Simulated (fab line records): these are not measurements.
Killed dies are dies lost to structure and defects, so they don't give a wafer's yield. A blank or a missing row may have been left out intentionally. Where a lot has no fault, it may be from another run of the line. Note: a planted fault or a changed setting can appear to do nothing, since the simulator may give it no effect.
fab line records / flow nand-harc
record lots=5 wafers=15 last-day=26
route steps=1159 shown P_GATE@155
lots with no fault: from the same line, run without faults
start-h: the number of hours between the record's first day and the start of the first shown wafer of the lot / wait-h: hours from the lot's prior step to this one / " as in the row above / L1.1+2: a single row standing in for several wafers / - no value present, or no start provided / * or withheld: withheld / < > ~ a bound
route shown NAME@n: NAME is a module with steps in the file, n the number in the route of the first one / usual: mean/standard deviation of fault-free wafers / same: alike in all rows / chamber/n: place in a boat / sites: each site's reading / _std_site: standard deviation of those values / _edge_site: outer sites' mean less inner sites' / radius-mm: for every site, how far away it sits from the centre of the wafer / mask NAME#n: copy n / behind: the last tool/chamber to shape the wafer / hold: why the lot went on hold/how many hours it stayed there/how the hold came to an end / device: transistor that didn't switch, given as n, p or np / end of line: at the end of the route, the tests of the same wafers / a step without rows: its recipe alone / killed: not the wafer's yield, but the dies lost to structure and defects at the first sort / map: a wafer's dies, x killed, . not, _ none there
set.NAME: the setting that was run; set.NAME@STEP: the one run at that earlier step / model.NAME: the simulator's own value behind a step, which no gauge read
lots at some steps of the route; a table a step, a row a wafer
services: from which hour (start-h, from the record's first day; less than 0 if before it) a tool's chamber was out of use, for how many hours, and why
## steps
# step NHARC_P_GATE_ALD_36
# recipe target-thk-a=200 pulse-time-s=60 ald-cycles=223 temp-c=400 material=SiNx
# usual heater-power-w=833/67 precursor-pulse-height-rel=1.000/0.021
lot.wafer=L763.2 tool=ald-sin-04 chamber=3 start-h=88.57 wait-h=- heater-power-w=748 precursor-pulse-height-rel=1.019
lot.wafer=L763.1 tool=ald-sin-04 chamber=2 start-h=91.68 wait-h=- heater-power-w=888 precursor-pulse-height-rel=0.961
lot.wafer=L763.6 tool=ald-sin-04 chamber=3 start-h=92.72 wait-h=- heater-power-w=770 precursor-pulse-height-rel=1.018
lot.wafer=L765.3 tool=ald-sin-04 chamber=1 start-h=110.12 wait-h=- heater-power-w=923 precursor-pulse-height-rel=1.051
lot.wafer=L765.4 tool=ald-sin-04 chamber=3 start-h=112.96 wait-h=- heater-power-w=754 precursor-pulse-height-rel=1.007
lot.wafer=L765.6 tool=ald-sin-04 chamber=2 start-h=115.80 wait-h=- heater-power-w=884 precursor-pulse-height-rel=0.995
lot.wafer=L773.3 tool=ald-sin-03 chamber=1 start-h=186.17 wait-h=- heater-power-w=876 precursor-pulse-height-rel=1.016
lot.wafer=L773.1 tool=ald-sin-03 chamber=2 start-h=187.22 wait-h=- heater-power-w=762 precursor-pulse-height-rel=0.997
lot.wafer=L773.5 tool=ald-sin-03 chamber=3 start-h=188.28 wait-h=- heater-power-w=776 precursor-pulse-height-rel=1.009
lot.wafer=L785.3 tool=ald-sin-03 chamber=3 start-h=217.49 wait-h=- heater-power-w=762 precursor-pulse-height-rel=1.034
lot.wafer=L785.5 tool=ald-sin-03 chamber=3 start-h=221.76 wait-h=- heater-power-w=755 precursor-pulse-height-rel=0.995
lot.wafer=L785.6 tool=ald-sin-03 chamber=0 start-h=222.83 wait-h=- heater-power-w=930 precursor-pulse-height-rel=1.001
lot.wafer=L786.1 tool=ald-sin-01 chamber=3 start-h=228.70 wait-h=- heater-power-w=849 precursor-pulse-height-rel=1.018
lot.wafer=L786.4 tool=ald-sin-01 chamber=1 start-h=230.79 wait-h=- heater-power-w=782 precursor-pulse-height-rel=0.987
lot.wafer=L786.6 tool=ald-sin-01 chamber=2 start-h=231.84 wait-h=- heater-power-w=783 precursor-pulse-height-rel=0.955
# step NHARC_P_GATE_ETCHBACK_37
# recipe target-depth-a=345 time-s=17.2 chf3-flow-sccm=50 o2-flow-sccm=10 ar-flow-sccm=200 rf-w=500 bias-w=200 chemistry=CHF3/O2
# usual drypump-motor-current-A=5.7/0.47 oes-product-au=0.95/0.033 rf-vpp-V=369.8/2.5 showerhead-plenum-p-Torr=2.36/0.1 throttle-valve-pct=20.573/0.0092
lot.wafer=L763.1 tool=rie-diel-11 chamber=3 start-h=- wait-h=- drypump-motor-current-A=4.8 oes-product-au=0.99 rf-hours-counter-h=27 rf-vpp-V=368.3 showerhead-plenum-p-Torr=2.31 throttle-valve-pct=20.583
lot.wafer=L763.2 tool=rie-diel-11 chamber=1 start-h=- wait-h=- drypump-motor-current-A=6.4 oes-product-au=0.98 rf-hours-counter-h=27 rf-vpp-V=370.7 showerhead-plenum-p-Torr=2.38 throttle-valve-pct=20.574
lot.wafer=L763.6 tool=rie-diel-11 chamber=0 start-h=- wait-h=- drypump-motor-current-A=6.0 oes-product-au=1.01 rf-hours-counter-h=- rf-vpp-V=367.9 showerhead-plenum-p-Torr=2.28 throttle-valve-pct=20.574
lot.wafer=L765.3 tool=rie-diel-11 chamber=1 start-h=- wait-h=- drypump-motor-current-A=6.4 oes-product-au=0.92 rf-hours-counter-h=34 rf-vpp-V=369.1 showerhead-plenum-p-Torr=2.37 throttle-valve-pct=20.584
lot.wafer=L765.4 tool=rie-diel-11 chamber=2 start-h=- wait-h=- drypump-motor-current-A=6.0 oes-product-au=0.93 rf-hours-counter-h=34 rf-vpp-V=370.3 showerhead-plenum-p-Torr=2.40 throttle-valve-pct=20.585
lot.wafer=L765.6 tool=rie-diel-11 chamber=0 start-h=- wait-h=- drypump-motor-current-A=5.9 oes-product-au=0.92 rf-hours-counter-h=- rf-vpp-V=368.2 showerhead-plenum-p-Torr=2.28 throttle-valve-pct=20.575
lot.wafer=L773.1 tool=rie-diel-13 chamber=3 start-h=- wait-h=- drypump-motor-current-A=5.6 oes-product-au=1.00 rf-hours-counter-h=14 rf-vpp-V=373.2 showerhead-plenum-p-Torr=2.50 throttle-valve-pct=20.581
lot.wafer=L773.3 tool=rie-diel-13 chamber=0 start-h=- wait-h=- drypump-motor-current-A=5.1 oes-product-au=1.01 rf-hours-counter-h=13 rf-vpp-V=370.1 showerhead-plenum-p-Torr=2.29 throttle-valve-pct=20.565
lot.wafer=L773.5 tool=rie-diel-13 chamber=3 start-h=- wait-h=- drypump-motor-current-A=5.6 oes-product-au=1.00 rf-hours-counter-h=- rf-vpp-V=372.8 showerhead-plenum-p-Torr=2.51 throttle-valve-pct=20.576
lot.wafer=L785.3 tool=rie-diel-13 chamber=2 start-h=- wait-h=- drypump-motor-current-A=6.2 oes-product-au=1.03 rf-hours-counter-h=18 rf-vpp-V=366.8 showerhead-plenum-p-Torr=2.23 throttle-valve-pct=20.572
lot.wafer=L785.5 tool=rie-diel-13 chamber=2 start-h=- wait-h=- drypump-motor-current-A=6.2 oes-product-au=1.03 rf-hours-counter-h=- rf-vpp-V=366.2 showerhead-plenum-p-Torr=2.23 throttle-valve-pct=20.573
lot.wafer=L785.6 tool=rie-diel-13 chamber=3 start-h=- wait-h=- drypump-motor-current-A=5.6 oes-product-au=1.00 rf-hours-counter-h=- rf-vpp-V=372.0 showerhead-plenum-p-Torr=2.50 throttle-valve-pct=20.569
lot.wafer=L786.4 tool=rie-diel-13 chamber=0 start-h=- wait-h=- drypump-motor-current-A=5.1 oes-product-au=0.93 rf-hours-counter-h=18 rf-vpp-V=366.3 showerhead-plenum-p-Torr=2.29 throttle-valve-pct=20.602
lot.wafer=L786.1 tool=rie-diel-13 chamber=2 start-h=- wait-h=- drypump-motor-current-A=6.2 oes-product-au=0.94 rf-hours-counter-h=20 rf-vpp-V=365.7 showerhead-plenum-p-Torr=2.23 throttle-valve-pct=20.575
lot.wafer=L786.6 tool=rie-diel-13 chamber=0 start-h=- wait-h=- drypump-motor-current-A=5.1 oes-product-au=0.93 rf-hours-counter-h=- rf-vpp-V=369.0 showerhead-plenum-p-Torr=2.29 throttle-valve-pct=20.571
# step NHARC_P_GATE_STRIP_101
# recipe time-s=20 o2-flow-sccm=500 ar-flow-sccm=0 bias-w=0 chemistry=O2
# usual drypump-motor-current-A=5.7/0.48 oes-product-au=1.005/0.011 rf-vpp-V=57.6/0.81 showerhead-plenum-p-Torr=3.48/0.15 throttle-valve-pct=17.036/0.0094
lot.wafer=L763.1 tool=rie-diel-11 chamber=3 start-h=98.11 wait-h=0.1 drypump-motor-current-A=4.8 oes-product-au=0.988 rf-hours-counter-h=27 rf-vpp-V=57.4 showerhead-plenum-p-Torr=3.40 throttle-valve-pct=17.046
lot.wafer=L763.2 tool=rie-diel-11 chamber=0 start-h=98.11 wait-h=0.1 drypump-motor-current-A=5.9 oes-product-au=0.994 rf-hours-counter-h=28 rf-vpp-V=57.8 showerhead-plenum-p-Torr=3.35 throttle-valve-pct=17.047
lot.wafer=L763.6 tool=rie-diel-11 chamber=0 start-h=98.11 wait-h=0.1 drypump-motor-current-A=5.9 oes-product-au=0.998 rf-hours-counter-h=- rf-vpp-V=56.7 showerhead-plenum-p-Torr=3.35 throttle-valve-pct=17.026
lot.wafer=L765.4 tool=rie-diel-11 chamber=1 start-h=120.54 wait-h=0.1 drypump-motor-current-A=6.4 oes-product-au=0.988 rf-hours-counter-h=34 rf-vpp-V=58.1 showerhead-plenum-p-Torr=3.49 throttle-valve-pct=17.030
lot.wafer=L765.3 tool=rie-diel-11 chamber=2 start-h=120.54 wait-h=0.1 drypump-motor-current-A=6.0 oes-product-au=0.999 rf-hours-counter-h=34 rf-vpp-V=58.1 showerhead-plenum-p-Torr=3.52 throttle-valve-pct=17.053
lot.wafer=L765.6 tool=rie-diel-11 chamber=0 start-h=120.54 wait-h=0.1 drypump-motor-current-A=6.0 oes-product-au=1.015 rf-hours-counter-h=- rf-vpp-V=55.8 showerhead-plenum-p-Torr=3.35 throttle-valve-pct=17.038
lot.wafer=L773.3 tool=rie-diel-13 chamber=2 start-h=193.66 wait-h=0.1 drypump-motor-current-A=6.2 oes-product-au=1.009 rf-hours-counter-h=13 rf-vpp-V=56.7 showerhead-plenum-p-Torr=3.29 throttle-valve-pct=17.031
lot.wafer=L773.1 tool=rie-diel-13 chamber=3 start-h=193.66 wait-h=0.1 drypump-motor-current-A=5.6 oes-product-au=1.001 rf-hours-counter-h=14 rf-vpp-V=59.5 showerhead-plenum-p-Torr=3.68 throttle-valve-pct=17.029
lot.wafer=L773.5 tool=rie-diel-13 chamber=0 start-h=193.66 wait-h=0.1 drypump-motor-current-A=5.1 oes-product-au=0.998 rf-hours-counter-h=- rf-vpp-V=57.0 showerhead-plenum-p-Torr=3.37 throttle-valve-pct=17.025
lot.wafer=L785.3 tool=rie-diel-13 chamber=2 start-h=227.21 wait-h=0.1 drypump-motor-current-A=6.2 oes-product-au=1.024 rf-hours-counter-h=18 rf-vpp-V=56.8 showerhead-plenum-p-Torr=3.29 throttle-valve-pct=17.041
lot.wafer=L785.5 tool=rie-diel-13 chamber=0 start-h=227.21 wait-h=0.1 drypump-motor-current-A=5.1 oes-product-au=0.998 rf-hours-counter-h=- rf-vpp-V=56.5 showerhead-plenum-p-Torr=3.37 throttle-valve-pct=17.028
lot.wafer=L785.6 tool=rie-diel-13 chamber=1 start-h=227.21 wait-h=0.1 drypump-motor-current-A=6.1 oes-product-au=1.009 rf-hours-counter-h=- rf-vpp-V=59.4 showerhead-plenum-p-Torr=3.58 throttle-valve-pct=17.022
lot.wafer=L786.1 tool=rie-diel-13 chamber=2 start-h=237.21 wait-h=0.1 drypump-motor-current-A=6.2 oes-product-au=1.025 rf-hours-counter-h=20 rf-vpp-V=56.5 showerhead-plenum-p-Torr=3.29 throttle-valve-pct=17.023
lot.wafer=L786.4 tool=rie-diel-13 chamber=0 start-h=237.21 wait-h=0.1 drypump-motor-current-A=5.1 oes-product-au=1.019 rf-hours-counter-h=18 rf-vpp-V=56.2 showerhead-plenum-p-Torr=3.37 throttle-valve-pct=17.030
lot.wafer=L786.6 tool=rie-diel-13 chamber=2 start-h=237.21 wait-h=0.1 drypump-motor-current-A=6.2 oes-product-au=1.021 rf-hours-counter-h=- rf-vpp-V=57.4 showerhead-plenum-p-Torr=3.29 throttle-valve-pct=17.028
# step NHARC_P_GATE_PRECLEAN_97
# recipe time-s=600 temp-c=120 chemistry=SPM
# step NHARC_P_GATE_SRD_98
# step NHARC_P_GATE_PRECLEAN_99
# recipe time-s=* temp-c=50 bath-age-min=0 chemistry=SC1
# step NHARC_P_GATE_SRD_100
# step NHARC_P_GATE_DEHYDRATE_38
# recipe temp-c=150 time-s=120
# step NHARC_P_GATE_HMDS_39
# recipe time-s=30
# step NHARC_P_GATE_COAT_40
# recipe spin-rpm=3000
# step NHARC_P_GATE_SOFTBAKE_41
# recipe temp-c=122 time-s=95
# step NHARC_P_GATE_EBR_42
# step NHARC_P_GATE_EXPOSE_43
# recipe na=0.6 target-cd-nm=720 dose-mj=14.81 mask-id=P_NSD
# same na=0.6
lot.wafer=L763.1+2+6 tool=krf-scanner-02 chamber=0 start-h=98.77 wait-h=- mask=P_NSD#0
lot.wafer=L765.3+4+6 tool=krf-scanner-03 chamber=0 start-h=121.32 wait-h=- mask=P_NSD#0
lot.wafer=L773.1+3+5 tool=krf-scanner-03 chamber=0 start-h=194.42 wait-h=- mask=P_HVPW#0
lot.wafer=L785.3+5+6 tool=krf-scanner-01 chamber=0 start-h=227.87 wait-h=- mask=P_NSD#0
lot.wafer=L786.1+4+6 tool=krf-scanner-03 chamber=0 start-h=237.98 wait-h=- mask=P_NSD#0
# step NHARC_P_GATE_PEB_44
# recipe peb-temp-c=118 peb-time-s=85
# step NHARC_P_GATE_DEVELOP_45
# recipe time-s=70
# step NHARC_P_GATE_CD_MEAS_46
# recipe target-cd-nm=720 landing-energy-ev=500
# usual cd-nm=720.6/1.4
lot.wafer=L763.1 tool=cd-sem-03 chamber=0 start-h=98.93 wait-h=- cd-nm=719.6
lot.wafer=L763.2 tool=cd-sem-03 chamber=0 start-h=98.93 wait-h=- cd-nm=719.7
lot.wafer=L763.6 tool=cd-sem-03 chamber=0 start-h=98.93 wait-h=- cd-nm=719.9
lot.wafer=L765.3 tool=cd-sem-03 chamber=0 start-h=121.48 wait-h=- cd-nm=717.5
lot.wafer=L765.4 tool=cd-sem-03 chamber=0 start-h=121.48 wait-h=- cd-nm=720.5
lot.wafer=L765.6 tool=cd-sem-03 chamber=0 start-h=121.48 wait-h=- cd-nm=721.7
lot.wafer=L773.1 tool=cd-sem-03 chamber=0 start-h=194.57 wait-h=- cd-nm=-
lot.wafer=L773.3 tool=cd-sem-03 chamber=0 start-h=194.57 wait-h=- cd-nm=-
lot.wafer=L773.5 tool=cd-sem-03 chamber=0 start-h=194.57 wait-h=- cd-nm=-
lot.wafer=L785.3 tool=cd-sem-01 chamber=0 start-h=228.02 wait-h=- cd-nm=720.8
lot.wafer=L785.5 tool=cd-sem-01 chamber=0 start-h=228.02 wait-h=- cd-nm=719.6
lot.wafer=L785.6 tool=cd-sem-01 chamber=0 start-h=228.02 wait-h=- cd-nm=722.2
lot.wafer=L786.1 tool=cd-sem-03 chamber=0 start-h=238.13 wait-h=- cd-nm=721.4
lot.wafer=L786.4 tool=cd-sem-03 chamber=0 start-h=238.13 wait-h=- cd-nm=719.3
lot.wafer=L786.6 tool=cd-sem-03 chamber=0 start-h=238.13 wait-h=- cd-nm=722.5
# step NHARC_P_GATE_HARDBAKE_47
# recipe temp-c=125 time-s=80
## services
tool=rie-diel-13 chamber=0 start-h=78.20 hours=- kind=clean
tool=rie-diel-13 chamber=1 start-h=78.20 hours=- kind=clean
tool=rie-diel-13 chamber=2 start-h=78.20 hours=- kind=clean
tool=rie-diel-13 chamber=3 start-h=78.20 hours=- kind=clean
tool=krf-scanner-01 chamber=- start-h=84.00 hours=4.0 kind=pm
tool=ald-sin-01 chamber=3 start-h=93.34 hours=8.0 kind=repair
tool=krf-scanner-03 chamber=- start-h=97.92 hours=0.3 kind=repair
tool=rie-diel-13 chamber=- start-h=99.06 hours=9.0 kind=pm
tool=rie-diel-13 chamber=0 start-h=99.06 hours=9.0 kind=vent-cycle
tool=ald-sin-04 chamber=0 start-h=101.81 hours=11.2 kind=repair
tool=krf-scanner-02 chamber=- start-h=106.75 hours=0.8 kind=repair
tool=ald-sin-04 chamber=0 start-h=116.94 hours=13.4 kind=repair
tool=ald-sin-03 chamber=3 start-h=117.51 hours=4.5 kind=repair
tool=ald-sin-01 chamber=1 start-h=130.08 hours=4.4 kind=repair
tool=ald-sin-03 chamber=3 start-h=135.26 hours=11.1 kind=repair
tool=krf-scanner-03 chamber=- start-h=157.18 hours=0.8 kind=repair
tool=ald-sin-03 chamber=- start-h=165.68 hours=0.9 kind=repair
tool=krf-scanner-03 chamber=- start-h=168.00 hours=4.0 kind=pm
tool=ald-sin-01 chamber=1 start-h=171.15 hours=16.4 kind=repair
tool=rie-diel-11 chamber=- start-h=190.89 hours=9.0 kind=pm
tool=krf-scanner-02 chamber=- start-h=210.00 hours=4.0 kind=pm
tool=krf-scanner-01 chamber=- start-h=214.94 hours=1.6 kind=repair
tool=rie-diel-13 chamber=0 start-h=220.03 hours=3.6 kind=repair
tool=krf-scanner-03 chamber=- start-h=226.22 hours=0.7 kind=repair
## key
first-sign step=NHARC_P_GATE_EXPOSE_43 reading=mask direction=changed
effect step=NHARC_P_GATE_CD_MEAS_46 reading=cd-nm direction=missing
met-at NHARC_P_GATE_EXPOSE_43
struck-wafers L773.1,L773.3,L773.5
later-rows-left-out L773.1,L773.3,L773.5
sort-left-out L773.1,L773.3,L773.5
tester-left-out L773
onset-between 121.32 194.42
fault kind=wrong-mask tool=any chamber=- onset-h=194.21 steps=NHARC_P_GATE_EXPOSE_43 aux-copy=P_HVPW#0 scope=struck-lots-only
# tester-left-out: of these lots the tester's yield and bins aren't shown, on N5 and GAA mostly nor the transistor test; their killed dies are dies lost to structure and defects alone, not to doping, threshold or leakage, so they don't give the yield
# sort-left-out: the simulated sort isn't trusted on such a fault, so these wafers' sort isn't shown, and their yield isn't known
# later-rows-left-out: the simulator's readings of these wafers behind a module that went badly wrong aren't trusted and aren't shown, but for the sort
